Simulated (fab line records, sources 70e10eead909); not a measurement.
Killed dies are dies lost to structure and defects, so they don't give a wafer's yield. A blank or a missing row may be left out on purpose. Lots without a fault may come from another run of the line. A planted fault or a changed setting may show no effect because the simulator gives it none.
Chamber matching | flow nand_harc | NHARC_P_GATE_DESCUM_13 on rie_diel-13: 4 sister chambers
The step chemistry O2, time 3 s. 7 wafers are shown with their chamber, then 8 later ones without.

WAFERS WITH THEIR CHAMBER
wafer  | chamber | showerhead_plenum_p_Torr (Torr) | oes_product_au (a.u.)
L081.6 | 1       | 1.97                            | 1.002
L084.3 | 3       | 1.85                            | 0.996
L084.5 | 1       | 1.97                            | 0.994
L086.3 | 0       | 1.95                            | 0.992
L086.4 | 2       | 2.02                            | 0.999
L086.6 | 0       | 1.95                            | 0.997
L092.1 | 2       | 2.01                            | 1.004

WAFERS WITHOUT THEIR CHAMBER
wafer  | showerhead_plenum_p_Torr (Torr) | oes_product_au (a.u.)
L092.2 | 1.96                            | 0.993
L092.5 | 1.95                            | 0.995
L095.1 | 1.85                            | 0.985
L095.4 | 1.96                            | 0.996
L095.5 | 1.96                            | 1.006
L097.1 | 1.96                            | 1.011
L097.3 | 1.85                            | 0.992
L097.6 | 1.95                            | 1.015

WHICH CHAMBER EACH WENT THROUGH
wafer  | from the rows above     | in truth
L092.2 | can't be placed: 0 or 1 | 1
L092.5 | 0                       | 0
L095.1 | 3                       | 3
L095.4 | can't be placed: 0 or 1 | 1
L095.5 | can't be placed: 1 or 0 | 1
L097.1 | can't be placed: 1 or 0 | 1
L097.3 | 3                       | 3
L097.6 | can't be placed: 0 or 1 | 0
Placed correctly: 3 of 8. Can't be placed from these rows: 5 (the true chamber is among the candidates in 5). Placed wrongly: 0.
How it was worked out, from the rows above alone: a wafer's distance from a chamber is the root of the sum, over the readings, of the square of ((its reading less the chamber's mean) divided by the reading's scatter). The wafer belongs to the nearest chamber; if the next one is less than 2 further off, it can't be placed. A chamber's mean is the mean of its shown wafers. The scatter: the root of (the sum of the squares of (reading less its chamber's mean) over the shown wafers, divided by (wafers less chambers)).
